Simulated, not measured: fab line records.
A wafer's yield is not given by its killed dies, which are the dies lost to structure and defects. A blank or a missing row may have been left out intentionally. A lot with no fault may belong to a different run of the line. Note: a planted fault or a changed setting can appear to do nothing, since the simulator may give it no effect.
Chamber matching / flow n5_finfet / N5_BEOL_M8_VIA_ETCH_34 on rie_diel-03 has 4 sister chambers
The step etches SiCOH lowk in C4F6/O2, target depth 125.5 nm, time 50.5 s. 4 wafers are shown with their chamber, then 7 later ones without.

WAFERS PAIRED WITH THEIR CHAMBERS
wafer=L075.4; chamber=1; showerhead_plenum_p_Torr (Torr)=2.85
wafer=L083.2; chamber=0; showerhead_plenum_p_Torr (Torr)=2.93
wafer=L086.1; chamber=2; showerhead_plenum_p_Torr (Torr)=2.86
wafer=L086.3; chamber=3; showerhead_plenum_p_Torr (Torr)=3.06

WAFERS WHOSE CHAMBER IS MISSING
wafer=L086.6; showerhead_plenum_p_Torr (Torr)=2.84
wafer=L087.1; showerhead_plenum_p_Torr (Torr)=2.86
wafer=L087.3; showerhead_plenum_p_Torr (Torr)=3.05
wafer=L087.6; showerhead_plenum_p_Torr (Torr)=2.93
wafer=L090.1; showerhead_plenum_p_Torr (Torr)=2.86
wafer=L090.4; showerhead_plenum_p_Torr (Torr)=2.84
wafer=L090.5; showerhead_plenum_p_Torr (Torr)=2.86

WHICH CHAMBER EACH ONE RAN IN
wafer=L086.6; from the rows above=can't be placed: 1 or 2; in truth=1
wafer=L087.1; from the rows above=can't be placed: 2 or 1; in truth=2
wafer=L087.3; from the rows above=3; in truth=3
wafer=L087.6; from the rows above=0; in truth=0
wafer=L090.1; from the rows above=can't be placed: 2 or 1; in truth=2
wafer=L090.4; from the rows above=can't be placed: 1 or 2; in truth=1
wafer=L090.5; from the rows above=can't be placed: 2 or 1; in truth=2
Correctly placed: 2 of 7. Can't be placed from these rows: 5 (the true chamber is among the candidates in 5). Wrongly placed: 0.
How it was worked out, from the rows above alone: a wafer's distance from a chamber is the root of the sum, over the readings, of the square of ((its reading less the chamber's mean) divided by the reading's scatter). If the next closest chamber is less than 2 further off than the closest, the wafer can't be placed; otherwise it belongs to the closest. The mean given for a chamber averages the wafers shown for that chamber. The scatter: with one shown wafer a chamber, the root of the mean of the squares of how far each hidden wafer lies from its nearest shown one.
